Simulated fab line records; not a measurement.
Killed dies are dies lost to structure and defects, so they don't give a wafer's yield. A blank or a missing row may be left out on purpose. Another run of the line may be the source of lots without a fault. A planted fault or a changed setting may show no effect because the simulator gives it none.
fab line records	flow n5Finfet	part 1 of 2: steps 1 to 21 of 28
record lots=5	wafers=15	lastDay=18
route steps=1938 shown BEOL_M6@1218
lots that met no fault: from a run of the same line without faults
startH: start of the lot's first displayed wafer, in hours after the record's first day	waitH: hours elapsed since this lot's preceding step	" the same as in the row above	L1.1+2: one row covering several wafers at once	- no value, or no start given	* or withheld: withheld	< > ~ a bound
route shown NAME@n: names a module that has steps shown in the file, with the first one's number in the route	usual: the fault-free wafers' mean and standard deviation	same: alike in all rows	chamber/n: place in a boat	sites: per-site readings	_std_site: standard deviation of those values	_edge_site: outer sites' mean less inner sites'	radiusMm: how far each site lies from the wafer's centre	mask NAME#n: copy n	behind: the tool/chamber that last shaped the wafer	hold: cause of the lot's hold/its duration in hours/its outcome	device: names the non-switching transistor (n, p or np)	end of line: tests of these same wafers at the route's end	for a step that has no rows: nothing shown but its recipe	killed: the dies lost at the first sort to structure and to defects; this is not the yield of the wafer	map: shows each die of a wafer: x if killed, . if not, _ if none is there
set.NAME: the run value of the setting; set.NAME@STEP: its run value at that earlier step	model.NAME: the simulator's own value behind a step, which no gauge read
lots at selected steps of the route; one table per step, one row per wafer
services: a tool's chamber out of use, with start hour (startH, from the record's first day; less than 0 if before it), hours out, and reason
## steps
# step N5_BEOL_M6_COAT_63
# recipe resist=SOC	tempC=250	timeS=60	spinRpm=1500	resistThkNm=60
# usual dispensePressureKPa=50.1/0.38
lot.wafer	tool	chamber	startH	waitH	dispensePressureKPa
L078.1	lithoTrack-05	0	211.70	0.7	50.2
L078.2	"	0	"	"	50.1
L078.4	"	0	"	"	50.1
L082.3	lithoTrack-01	0	241.17	1.2	50.5
L082.4	"	0	"	"	50.5
L082.6	"	0	"	"	50.5
L084.2	lithoTrack-01	0	253.64	1.1	50.5
L084.3	"	0	"	"	50.5
L084.4	"	0	"	"	50.5
L093.2	lithoTrack-03	0	335.38	3.8	49.5
L093.3	"	0	"	"	49.5
L093.6	"	0	"	"	49.5
L096.1	lithoTrack-01	0	339.53	0.6	50.5
L096.4	"	0	"	"	50.5
L096.5	"	0	"	"	50.5
# step N5_BEOL_M6_COAT_64
# recipe resist=SiARC	tempC=220	timeS=60	spinRpm=1500	resistThkNm=12
# usual dispensePressureKPa=50.2/0.4
lot.wafer	tool	chamber	startH	waitH	dispensePressureKPa
L078.1	lithoTrack-05	0	-	-	50.2
L078.2	"	0	"	"	50.2
L078.4	"	0	"	"	50.2
L082.3	lithoTrack-01	0	-	-	50.6
L082.4	"	0	"	"	50.5
L082.6	"	0	"	"	50.5
L084.2	lithoTrack-01	0	-	-	50.5
L084.3	"	0	"	"	50.5
L084.4	"	0	"	"	50.5
L093.2	lithoTrack-03	0	-	-	49.5
L093.3	"	0	"	"	49.6
L093.6	"	0	"	"	49.5
L096.1	lithoTrack-01	0	-	-	50.5
L096.4	"	0	"	"	50.6
L096.5	"	0	"	"	50.6
# step N5_BEOL_M6_COAT_71
# recipe resist=underlayer	tempC=205	timeS=60	spinRpm=1500	resistThkNm=5
# usual dispensePressureKPa=50.1/0.38
lot.wafer	tool	chamber	startH	waitH	dispensePressureKPa
L078.1	lithoTrack-05	0	-	-	50.2
L078.2	"	0	"	"	50.1
L078.4	"	0	"	"	50.1
L082.3	lithoTrack-01	0	-	-	50.5
L082.4	"	0	"	"	50.5
L082.6	"	0	"	"	50.5
L084.2	lithoTrack-01	0	-	-	50.4
L084.3	"	0	"	"	50.5
L084.4	"	0	"	"	50.5
L093.2	lithoTrack-03	0	-	-	49.5
L093.3	"	0	"	"	49.6
L093.6	"	0	"	"	49.5
L096.1	lithoTrack-01	0	-	-	50.5
L096.4	"	0	"	"	50.5
L096.5	"	0	"	"	50.5
# step N5_BEOL_M6_COAT_22
# recipe resist=CAR-EUV	spinRpm=1500	resistThkNm=30
# usual dispensePressureKPa=50.1/0.4
lot.wafer	tool	chamber	startH	waitH	dispensePressureKPa
L078.1	lithoTrack-05	0	-	-	50.1
L078.2	"	0	"	"	50.1
L078.4	"	0	"	"	50.1
L082.3	lithoTrack-01	0	-	-	50.5
L082.4	"	0	"	"	50.5
L082.6	"	0	"	"	50.6
L084.2	lithoTrack-01	0	-	-	50.5
L084.3	"	0	"	"	50.5
L084.4	"	0	"	"	50.5
L093.2	lithoTrack-03	0	-	-	49.5
L093.3	"	0	"	"	49.5
L093.6	"	0	"	"	49.5
L096.1	lithoTrack-01	0	-	-	50.6
L096.4	"	0	"	"	50.5
L096.5	"	0	"	"	50.6
# step N5_BEOL_M6_EBR_24
# recipe solvent=PGMEA	ebrWidthMm=1.5
# same ebrWidthMm=1.5
lot.wafer	tool	chamber	startH	waitH
L078.1+2+4	lithoTrack-05	0	-	-
L082.3+4+6	lithoTrack-01	0	-	-
L084.2+3+4	lithoTrack-01	0	-	-
L093.2+3+6	lithoTrack-03	0	-	-
L096.1+4+5	lithoTrack-01	0	-	-
# step N5_BEOL_M6_SOFTBAKE_23
# recipe tempC=110	timeS=60	resist=CAR-EUV
lot.wafer	tool	chamber	startH	waitH
L078.1+2+4	lithoTrack-05	0	-	-
L082.3+4+6	lithoTrack-01	0	-	-
L084.2+3+4	lithoTrack-01	0	-	-
L093.2+3+6	lithoTrack-03	0	-	-
L096.1+4+5	lithoTrack-01	0	-	-
# step N5_BEOL_M6_EXPOSE_25
# recipe maskId=V5	na=0.33	sourceShape=annular	sigmaInner=0.4	sigmaOuter=0.8	polarization=unpolarized	targetCdNm=40	doseMj=45
# usual reticleTempC=22.98/0.1
lot.wafer	tool	chamber	startH	waitH	mask	reticleTempC
L078.1	euvScanner-01	0	211.84	-	V5#0	22.83
L078.2	"	0	"	"	V5#0	23.05
L078.4	"	0	"	"	V5#0	22.84
L082.3	euvScanner-01	0	241.37	-	V5#0	22.91
L082.4	"	0	"	"	V5#0	22.92
L082.6	"	0	"	"	V5#0	22.94
L084.2	euvScanner-01	0	253.83	-	V5#0	22.86
L084.3	"	0	"	"	V5#0	22.87
L084.4	"	0	"	"	V5#0	22.99
L093.2	euvScanner-01	0	335.65	-	V5#0	23.08
L093.3	"	0	"	"	V5#0	23.02
L093.6	"	0	"	"	V5#0	23.22
L096.1	euvScanner-01	0	339.67	-	V5#0	23.06
L096.4	"	0	"	"	V5#0	23.05
L096.5	"	0	"	"	V5#0	22.98
# step N5_BEOL_M6_PEB_26
# recipe pebTempC=100	pebTimeS=60	resist=CAR-EUV
# same pebTimeS=60
lot.wafer	tool	chamber	startH	waitH
L078.1+2+4	lithoTrack-01	0	211.90	0.1
L082.3+4+6	lithoTrack-01	0	241.43	0.0
L084.2+3+4	lithoTrack-01	0	253.89	0.1
L093.2+3+6	lithoTrack-01	0	335.71	0.1
L096.1+4+5	lithoTrack-05	0	339.74	0.1
# step N5_BEOL_M6_DEVELOP_27
# recipe developTimeS=30	developer=TMAH	resist=CAR-EUV	rinseLiquid=surfactantRinse	dry=airSpin	devTempC=23
lot.wafer	tool	chamber	startH	waitH
L078.1+2+4	lithoTrack-01	0	-	-
L082.3+4+6	lithoTrack-01	0	-	-
L084.2+3+4	lithoTrack-01	0	-	-
L093.2+3+6	lithoTrack-01	0	-	-
L096.1+4+5	lithoTrack-05	0	-	-
# step N5_BEOL_M6_CD_MEAS_28
# recipe targetCdNm=40	landingEnergyEv=500	detector=seInlens
# usual cdNm=39.89/0.24
lot.wafer	tool	chamber	startH	waitH	cdNm
L078.1	cdSem-01	0	211.97	-	39.95
L078.2	"	0	"	"	39.64
L078.4	"	0	"	"	39.96
L082.3	cdSem-01	0	241.49	-	39.76
L082.4	"	0	"	"	39.78
L082.6	"	0	"	"	39.91
L084.2	cdSem-02	0	253.96	-	39.56
L084.3	"	0	"	"	40.26
L084.4	"	0	"	"	39.74
L093.2	cdSem-03	0	335.78	-	39.79
L093.3	"	0	"	"	39.87
L093.6	"	0	"	"	39.44
L096.1	cdSem-02	0	339.80	-	40.00
L096.4	"	0	"	"	39.99
L096.5	"	0	"	"	40.01
# step N5_BEOL_M6_OVL_MEAS_29
# recipe pointsPerWafer=522
# usual V5_OVL=0.0/0.62
lot.wafer	tool	chamber	startH	waitH	V5_OVL[nm]
L078.1	overlay-02	0	212.00	0.0	-0.4
L078.2	"	0	"	"	-0.8
L078.4	"	0	"	"	-0.9
L082.3	overlay-02	0	241.53	0.0	0.1
L082.4	"	0	"	"	0.3
L082.6	"	0	"	"	0.3
L084.2	overlay-02	0	253.99	0.0	0.3
L084.3	"	0	"	"	-0.5
L084.4	"	0	"	"	-0.5
L093.2	overlay-01	0	335.81	0.0	0.3
L093.3	"	0	"	"	0.2
L093.6	"	0	"	"	-0.1
L096.1	overlay-02	0	339.83	0.0	0.8
L096.4	"	0	"	"	-0.5
L096.5	"	0	"	"	1.4
# step N5_BEOL_M6_INSPECT_30
# recipe mode=adi	inspectInstrument=brightfield
# usual rawDefectCount=392/87
lot.wafer	tool	chamber	startH	waitH	rawDefectCount
L078.1	defectInspect-01	-	212.06	0.1	371
L078.2	"	-	"	"	271
L078.4	"	-	"	"	336
L082.3	defectInspect-01	-	241.58	0.0	557
L082.4	"	-	"	"	477
L082.6	"	-	"	"	526
L084.2	defectInspect-02	-	254.05	0.0	396
L084.3	"	-	"	"	601
L084.4	"	-	"	"	412
L093.2	defectInspect-01	-	335.87	0.0	320
L093.3	"	-	"	"	452
L093.6	"	-	"	"	373
L096.1	defectInspect-02	-	339.89	0.1	485
L096.4	"	-	"	"	481
L096.5	"	-	"	"	459
# step N5_BEOL_M6_DESCUM_33
# recipe chemistry=O2	timeS=7	sourcePowerW=50	biasPowerW=20	pressureMtorr=20	rfFrequencyHz=2.712e+07	tempC=40	resist=CAR-EUV	o2FlowSccm=225
# usual drypumpMotorCurrentA=5.6/0.52	oesProductAu=0.84/0.087	rfVppV=243.1/1.6	showerheadPlenumPTorr=2.09/0.085	tempC=40.00/0.11	throttleValvePct=20.33/0.23
lot.wafer	tool	chamber	startH	waitH	drypumpMotorCurrentA	oesProductAu	rfHoursCounterH	rfVppV	showerheadPlenumPTorr	tempC	throttleValvePct
L078.1	rieDiel-06	3	212.28	0.2	5.3	0.91	27	242.4	2.06	40.00	20.07
L078.2	"	0	"	"	5.5	0.95	16	244.8	2.24	39.94	20.30
L078.4	"	2	"	"	5.5	0.85	70	244.6	2.12	39.96	20.69
L082.3	rieDiel-01	0	241.61	0.0	6.0	0.76	141	242.8	2.08	39.85	20.29
L082.4	"	2	"	"	5.1	0.93	20	242.3	2.05	40.21	19.95
L082.6	"	1	"	"	6.7	0.90	-	241.9	2.04	39.90	20.46
L084.2	rieDiel-02	2	254.08	0.0	5.4	0.89	36	245.6	2.23	40.11	20.39
L084.3	"	1	"	"	5.4	0.97	2	245.6	2.23	39.93	20.12
L084.4	"	0	"	"	5.6	0.70	215	241.1	1.99	39.90	20.55
L093.2	rieDiel-01	3	336.00	0.1	6.0	0.84	70	242.4	2.05	39.88	20.63
L093.3	"	2	"	"	5.1	0.87	57	242.9	2.04	39.94	19.99
L093.6	"	2	"	"	5.1	0.87	-	242.6	2.04	39.99	19.99
L096.1	rieDiel-02	3	339.93	0.0	6.5	0.96	6	245.0	2.21	40.14	19.71
L096.4	"	1	"	"	5.3	0.90	31	246.2	2.22	39.84	20.17
L096.5	"	2	"	"	5.4	0.85	-	244.0	2.22	40.10	20.42
# step N5_BEOL_M6_ETCH_72
# recipe chemistry=N2/H2	target=underlayer	targetDepthA=65	maskMaterial=CAR-EUV	timeS=5.2	ionEnergyEv=200	pressureMtorr=30	sourceW=840	biasW=150	n2FlowSccm=200	h2FlowSccm=200	ends=cleared
# usual drypumpMotorCurrentA=5.6/0.52	etchRfOnTimeS=5.20/0.13	oesProductAu=0.71/0.073	rfVppV=524/3.1	showerheadPlenumPTorr=2.54/0.1	throttleValvePct=17.77/0.21
lot.wafer	tool	chamber	startH	waitH	drypumpMotorCurrentA	etchRfOnTimeS	oesProductAu	rfHoursCounterH	rfVppV	showerheadPlenumPTorr	throttleValvePct
L078.1	rieDiel-06	3	212.31	0.0	5.3	5.05	0.77	27	524	2.49	17.47
L078.2	"	0	"	"	5.5	5.15	0.80	16	528	2.72	17.77
L078.4	"	2	"	"	5.5	5.19	0.71	70	524	2.58	18.03
L082.3	rieDiel-01	0	241.65	0.0	6.0	5.45	0.64	141	523	2.54	17.81
L082.4	"	2	"	"	5.1	5.06	0.79	20	521	2.49	17.41
L082.6	"	1	"	"	6.7	5.08	0.77	-	524	2.49	17.88
L084.2	rieDiel-02	2	254.11	0.0	5.4	5.28	0.75	36	529	2.71	17.79
L084.3	"	1	"	"	5.4	5.54	0.81	2	530	2.70	17.46
L084.4	"	0	"	"	5.6	5.28	0.59	215	521	2.41	18.09
L093.2	rieDiel-01	3	336.03	0.0	6.1	4.99	0.72	70	521	2.47	17.86
L093.3	"	2	"	"	5.1	5.04	0.75	57	522	2.47	17.42
L093.6	"	2	"	"	5.1	5.06	0.74	-	522	2.47	17.48
L096.1	rieDiel-02	3	339.96	0.0	6.6	5.07	0.82	6	530	2.74	17.52
L096.4	"	1	"	"	5.4	5.40	0.75	31	527	2.69	17.52
L096.5	"	2	"	"	5.4	5.24	0.72	-	528	2.69	17.83
# step N5_BEOL_M6_ETCH_65
# recipe chemistry=CF4	target=SiARC	targetDepthA=156	maskMaterial=CAR-EUV	timeS=26	ionEnergyEv=80	pressureMtorr=40	sourceW=545	biasW=36	Ar_flow_sccm=100	cf4FlowSccm=100	ends=cleared
# usual drypumpMotorCurrentA=5.6/0.52	etchRfOnTimeS=26.0/0.65	oesProductAu=0.72/0.073	rfVppV=184.1/1.2	showerheadPlenumPTorr=2.14/0.08	throttleValvePct=15.51/0.22
lot.wafer	tool	chamber	startH	waitH	drypumpMotorCurrentA	etchRfOnTimeS	oesProductAu	rfHoursCounterH	rfVppV	showerheadPlenumPTorr	throttleValvePct
L078.1	rieDiel-06	3	212.33	0.0	5.3	25.2	0.78	27	182.9	2.10	15.20
L078.2	"	0	"	"	5.5	25.6	0.81	16	186.4	2.27	15.37
L078.4	"	2	"	"	5.5	26.2	0.71	70	184.5	2.16	15.80
L082.3	rieDiel-01	0	241.67	0.0	6.0	27.4	0.64	141	183.3	2.15	15.64
L082.4	"	2	"	"	5.2	25.4	0.80	20	182.5	2.10	15.12
L082.6	"	1	"	"	6.7	25.5	0.77	-	184.0	2.10	15.61
L084.2	rieDiel-02	2	254.13	0.0	5.4	26.9	0.75	36	186.4	2.27	15.47
L084.3	"	1	"	"	5.4	27.6	0.81	2	185.2	2.29	15.32
L084.4	"	0	"	"	5.6	26.7	0.60	215	183.2	2.03	15.74
L093.2	rieDiel-01	3	336.05	0.0	6.1	25.4	0.72	70	182.7	2.10	15.71
L093.3	"	2	"	"	5.1	26.0	0.74	57	183.4	2.09	15.20
L093.6	"	2	"	"	5.2	25.7	0.74	-	183.1	2.09	15.21
L096.1	rieDiel-02	3	339.98	0.0	6.6	25.5	0.83	6	185.0	2.28	15.07
L096.4	"	1	"	"	5.4	26.9	0.75	31	183.9	2.28	15.37
L096.5	"	2	"	"	5.3	26.5	0.72	-	184.9	2.25	15.54
# step N5_BEOL_M6_ETCH_66
# recipe chemistry=N2/H2	target=SOC	targetDepthA=800	overetchA=160	maskMaterial=SiARC	tempC=40	timeS=120	ionEnergyEv=200	pressureMtorr=30	sourceW=840	biasW=150	n2FlowSccm=200	h2FlowSccm=200
# usual drypumpMotorCurrentA=5.6/0.52	oesProductAu=0.64/0.062	rfVppV=523.9/3	showerheadPlenumPTorr=2.54/0.1	tempC=40.00/0.11	throttleValvePct=17.73/0.21
lot.wafer	tool	chamber	startH	waitH	drypumpMotorCurrentA	oesProductAu	rfHoursCounterH	rfVppV	showerheadPlenumPTorr	tempC	throttleValvePct
L078.1	rieDiel-06	3	212.36	0.0	5.3	0.68	27	523.9	2.49	40.00	17.42
L078.2	"	0	"	"	5.5	0.71	16	529.0	2.72	39.84	17.75
L078.4	"	2	"	"	5.5	0.63	70	525.4	2.58	40.06	18.01
L082.3	rieDiel-01	0	241.69	0.0	6.0	0.59	141	524.4	2.54	40.03	17.78
L082.4	"	2	"	"	5.1	0.71	20	522.0	2.49	39.93	17.35
L082.6	"	1	"	"	6.7	0.68	-	523.8	2.49	39.74	17.82
L084.2	rieDiel-02	2	254.16	0.0	5.4	0.69	36	527.4	2.71	39.80	17.74
L084.3	"	1	"	"	5.3	0.75	2	529.4	2.70	39.97	17.43
L084.4	"	0	"	"	5.6	0.54	215	519.3	2.41	40.13	18.05
L093.2	rieDiel-01	3	336.08	0.0	6.1	0.64	70	522.2	2.47	40.04	17.80
L093.3	"	2	"	"	5.1	0.66	57	521.2	2.47	39.92	17.42
L093.6	"	2	"	"	5.1	0.66	-	520.9	2.47	39.89	17.42
L096.1	rieDiel-02	3	340.01	0.0	6.6	0.72	6	528.4	2.74	40.05	17.46
L096.4	"	1	"	"	5.4	0.68	31	529.6	2.68	39.97	17.46
L096.5	"	2	"	"	5.4	0.65	-	526.7	2.69	39.88	17.79
# step N5_BEOL_M6_STRIP_69
# recipe chemistry=N2/H2	tempC=40	n2FlowSccm=200	h2FlowSccm=200	rfFrequencyHz=6e+07
lot.wafer	tool	chamber	startH	waitH
L078.1+2+4	rieDiel-06	3,0,2	212.44	0.0
L082.3+4+6	rieDiel-01	0,2,1	241.77	0.0
L084.2+3+4	rieDiel-02	2,1,0	254.24	0.0
L093.2+3+6	rieDiel-01	3,2,2	336.16	0.0
L096.1+4+5	rieDiel-02	3,1,2	340.09	0.0
# step N5_BEOL_M6_STRIP_73
# recipe chemistry=N2/H2	tempC=40	n2FlowSccm=200	h2FlowSccm=200	rfFrequencyHz=6e+07
lot.wafer	tool	chamber	startH	waitH
L078.1+2+4	rieDiel-06	3,0,2	212.45	0.0
L082.3+4+6	rieDiel-01	0,2,1	241.78	0.0
L084.2+3+4	rieDiel-02	2,1,0	254.25	0.0
L093.2+3+6	rieDiel-01	3,2,2	336.17	0.0
L096.1+4+5	rieDiel-02	3,1,2	340.10	0.0
# step N5_BEOL_M6_VIA_ETCH_34
# recipe chemistry=C4F6/O2	target=SiCOH_lowk	targetDepthA=1263	maskMaterial=SOC	taperDeg=4	timeS=50.9	ionEnergyEv=250	pressureMtorr=30	sourceW=345	biasW=185	Ar_flow_sccm=300	C4F6_flow_sccm=10	O2_flow_sccm=10
# usual drypumpMotorCurrentA=5.6/0.52	oes_f_703_au=0.84/0.087	oesProductAu=0.84/0.086	rfVppV=660/12	showerheadPlenumPTorr=2.85/0.11	throttleValvePct=20.79/0.22
lot.wafer	tool	chamber	startH	waitH	drypumpMotorCurrentA	oes_f_703_au	oesProductAu	rfHoursCounterH	rfVppV	showerheadPlenumPTorr	throttleValvePct
L078.1	rieDiel-06	3	212.46	0.0	5.3	0.93	0.91	27	658	2.79	20.48
L078.2	"	0	"	"	5.5	0.96	0.95	16	641	3.01	20.69
L078.4	"	2	"	"	5.5	0.84	0.84	70	663	2.86	21.06
L082.3	rieDiel-01	0	241.79	0.0	6.0	0.74	0.75	141	652	2.87	20.98
L082.4	"	2	"	"	5.2	0.94	0.94	20	673	2.79	20.38
L082.6	"	1	"	"	6.7	0.89	0.90	-	657	2.78	20.93
L084.2	rieDiel-02	2	254.26	0.0	5.4	0.89	0.89	36	669	3.02	20.81
L084.3	"	1	"	"	5.4	0.94	0.96	2	672	3.05	20.72
L084.4	"	0	"	"	5.6	0.72	0.70	215	645	2.69	20.91
L093.2	rieDiel-01	3	336.18	0.0	6.1	0.83	0.84	70	656	2.79	21.06
L093.3	"	2	"	"	5.1	0.88	0.86	57	673	2.77	20.44
L093.6	"	2	"	"	5.1	0.88	0.86	-	673	2.77	20.44
L096.1	rieDiel-02	3	340.11	0.0	6.6	0.96	0.96	6	663	3.02	20.28
L096.4	"	1	"	"	5.3	0.86	0.89	31	673	3.03	20.75
L096.5	"	2	"	"	5.4	0.84	0.85	-	669	3.00	20.88
# step N5_BEOL_M6_STRIP_76
# recipe chemistry=C4F6/O2	resist=SiARC	rfFrequencyHz=6e+07
lot.wafer	tool	chamber	startH	waitH
L078.1+2+4	rieDiel-06	3,0,2	212.50	0.0
L082.3+4+6	rieDiel-01	0,2,1	241.84	0.0
L084.2+3+4	rieDiel-02	2,1,0	254.30	0.0
L093.2+3+6	rieDiel-01	3,2,2	336.22	0.0
L096.1+4+5	rieDiel-02	3,1,2	340.15	0.0
# step N5_BEOL_M6_STRIP_36
# recipe chemistry=N2/H2	powerW=450	tempC=40	pressureMtorr=20	rfFrequencyHz=6e+07	overashFraction=0.3	biasPowerW=7	h2Frac=0.5	n2FlowSccm=200	h2FlowSccm=200
# usual drypumpMotorCurrentA=5.6/0.52	oesProductAu=0.84/0.086	powerW=450.0/1.3	rfVppV=59.4/1.4	showerheadPlenumPTorr=2.54/0.1	tempC=40.00/0.11	throttleValvePct=23.57/0.21
lot.wafer	tool	chamber	startH	waitH	drypumpMotorCurrentA	oesProductAu	powerW	rfHoursCounterH	rfVppV	showerheadPlenumPTorr	tempC	throttleValvePct
L078.1	rieDiel-06	3	212.51	0.0	5.3	0.90	451.1	27	60.9	2.49	40.12	23.32
L078.2	"	0	"	"	5.6	0.94	452.0	16	59.0	2.71	39.92	23.65
L078.4	"	2	"	"	5.5	0.84	450.8	70	59.9	2.57	40.10	23.71
L082.3	rieDiel-01	0	241.85	0.0	6.0	0.76	447.5	141	61.4	2.53	39.98	23.56
L082.4	"	2	"	"	5.1	0.94	450.9	20	61.9	2.48	40.03	23.19
L082.6	"	1	"	"	6.7	0.92	449.3	-	59.2	2.48	39.86	23.68
L084.2	rieDiel-02	2	254.31	0.0	5.4	0.89	449.5	36	58.3	2.70	39.97	23.56
L084.3	"	1	"	"	5.4	0.98	449.9	2	60.1	2.69	40.08	23.27
L084.4	"	0	"	"	5.6	0.70	448.4	215	61.9	2.41	39.94	23.92
L093.2	rieDiel-01	3	336.23	0.0	6.1	0.84	449.9	70	58.7	2.47	39.89	23.53
L093.3	"	2	"	"	5.1	0.86	449.0	57	59.0	2.47	40.11	23.25
L093.6	"	2	"	"	5.1	0.87	448.3	-	59.5	2.47	40.17	23.25
L096.1	rieDiel-02	3	340.16	0.0	6.5	0.96	449.7	6	57.1	2.73	40.04	23.44
L096.4	"	1	"	"	5.4	0.89	449.0	31	57.5	2.68	39.80	23.31
L096.5	"	2	"	"	5.4	0.85	450.2	-	60.6	2.69	40.22	23.62
